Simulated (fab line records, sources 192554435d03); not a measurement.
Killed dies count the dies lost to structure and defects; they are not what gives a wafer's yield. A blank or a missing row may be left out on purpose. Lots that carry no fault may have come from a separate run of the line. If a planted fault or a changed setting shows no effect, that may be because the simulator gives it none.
Struck lot and sound lot, side by side + flow n5_finfet + 29 out of 1938 route steps
Sound: wafers L676.3, L676.5, L676.6. Struck: wafer L679.6 (left out: L679.1, L679.4 of the same lot, which were not struck); the cause appears at the end.
Each step with rows lists, per side, the tool, then ch with its chambers, then its first start. Under that, the readings that differ: sound wafers + struck wafers + difference of the means + sigmas: that difference in standard deviations of wafers without a fault.
alike: readings with means less than 2 such deviations apart, plus words and numbers identical on both sides. not compared: withheld readings, readings lacking a value on some wafer, bounds such as >300 that could conceal the same value, and numbers that have no deviation in the record and whose values overlap.
A row with sigmas, a row that says differs or no value, or rows on one side alone: a step with any of these is where the two part. Numbers that have no deviation but don't overlap get no sigmas and don't part them. A reading that every wafer of one side lacks parts them only if that side has two wafers or more.

first, 9 steps without rows for these wafers: N5_BEOL_M15_COAT_22 (resist thk 800 nm); N5_BEOL_M15_EBR_24; N5_BEOL_M15_SOFTBAKE_23 (time 60 s); N5_BEOL_M15_EXPOSE_25 (exposes mask M15, target cd 400 nm); N5_BEOL_M15_PEB_26 (peb time 90 s); N5_BEOL_M15_DEVELOP_27 (develop time 45 s); N5_BEOL_M15_HARDBAKE_32 (time 120 s); N5_BEOL_M15_DESCUM_33 (chemistry O2, time 7.9 s); N5_BEOL_M15_ETCH_61 (etches BARC in N2/H2, target depth 89 nm, overetch 26.7 nm, time 67.9 s).
N5_BEOL_M15_TRENCH_ETCH_34: etches SiO2 in C4F8/O2/Ar, target depth 872.93 nm, time 199 s.
  sound on rie_diel-06 ch 1,2, day 19 17:58; struck on rie_diel-06 ch 3, day 20 09:57
| reading                                    | sound             | struck | difference | sigmas |
|--------------------------------------------|-------------------|--------|------------|--------|
| throttle_valve_pct (%)                     | 30.64 30.42 30.63 | 31.17  | +0.61      | +2     |
| model.etch.depth_nm (nm)                   | 878.4 833.9 882.8 | 1177   | +312       |        |
| model.coat_of_BEOL_M15_COAT_22.thk_nm (nm) | 542.6 553 541.4   | 482    | -64        |        |
  alike: drypump_motor_current_A, mfc_ar_sccm, oes_product_au, rf_fwd_power_W, rf_vpp_V, showerhead_plenum_p_Torr
  not compared: rf_hours_counter_h
then, 13 steps without rows for these wafers: N5_BEOL_M15_STRIP_36 (strips in O2); N5_BEOL_M15_STRIP_62 (strips in O2); N5_BEOL_M15_STRIP_37 (strips in O2); N5_BEOL_M15_ETCH_38 (etches SiCN in CF4/N2, target depth 106.4 nm, time 120.5 s); N5_BEOL_M15_PRECLEAN_39 (cleans in residue remover, time 60 s); N5_BEOL_M15_SRD_40 (time 30 s, dry time 30 s); N5_BEOL_M15_DEGAS_41 (time 60 s); N5_BEOL_M15_PRE_CLEAN_42 (time 30 s); N5_BEOL_M15_SPUTTER_43 (material TaN, target thk 15 nm, time 24.19 s); N5_BEOL_M15_SPUTTER_44 (material Ta, target thk 15 nm, time 24.19 s); N5_BEOL_M15_SPUTTER_45 (material Cu, target thk 100 nm, time 16.67 s); N5_BEOL_M15_ECD_47 (material Cu, target thk 1860 nm); N5_BEOL_M15_ANNEAL_48 (time 90 s).
N5_BEOL_M15_CMP_49: polishes, stops on SiO2, t overpolish 4.9 s, target thk 850 nm.
  sound on cmp-02 ch 0,1,2, day 19 20:28; struck on cmp-03 ch 1, day 20 19:40
| reading                                 | sound             | struck | difference | sigmas |
|-----------------------------------------|-------------------|--------|------------|--------|
| model.Cu_of_BEOL_M15_ECD_47.thk_nm (nm) | 857.6 811.2 860.6 | 1154   | +311       |        |
  alike: motor_current_A, slurry_filter_dp_kPa
N5_BEOL_M15_THK_MEAS_50: measures by xrf.
  sound on film_metro-01 at day 19 20:39; struck on film_metro-02 at day 20 19:53
| reading      | sound       | struck | difference | sigmas |
|--------------|-------------|--------|------------|--------|
| M15_THK (nm) | 848 802 855 | 1172   | +337       | +15    |
then, 2 steps without rows for these wafers: N5_BEOL_M15_PRE_CLEAN_52 (time 15 s); N5_BEOL_M15_DEP_53 (deposits SiCN from 3MS/NH3, target thk 50 nm, time 17.8 s).
N5_BEOL_M15_RS_MEAS_54: a four-point-probe measurement.
  sound on film_metro-01 at day 19 20:46; struck on film_metro-01 at day 20 20:01
| reading         | sound                | struck | difference | sigmas |
|-----------------|----------------------|--------|------------|--------|
| M15_RS (ohm/sq) | 0.0213 0.0225 0.0212 | 0.0158 | -0.0059    | -11    |
following that, these wafers have no rows for 1 step: N5_PASSIVATION_PROBE_49.

WHERE THEY PART
Last at N5_BEOL_M15_RS_MEAS_54 as far as this record goes, first at N5_BEOL_M15_TRENCH_ETCH_34.

WHY: what the simulator had put in
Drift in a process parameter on rie_diel-06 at N5_BEOL_M15_TRENCH_ETCH_34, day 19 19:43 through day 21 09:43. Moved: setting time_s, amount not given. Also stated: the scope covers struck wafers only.
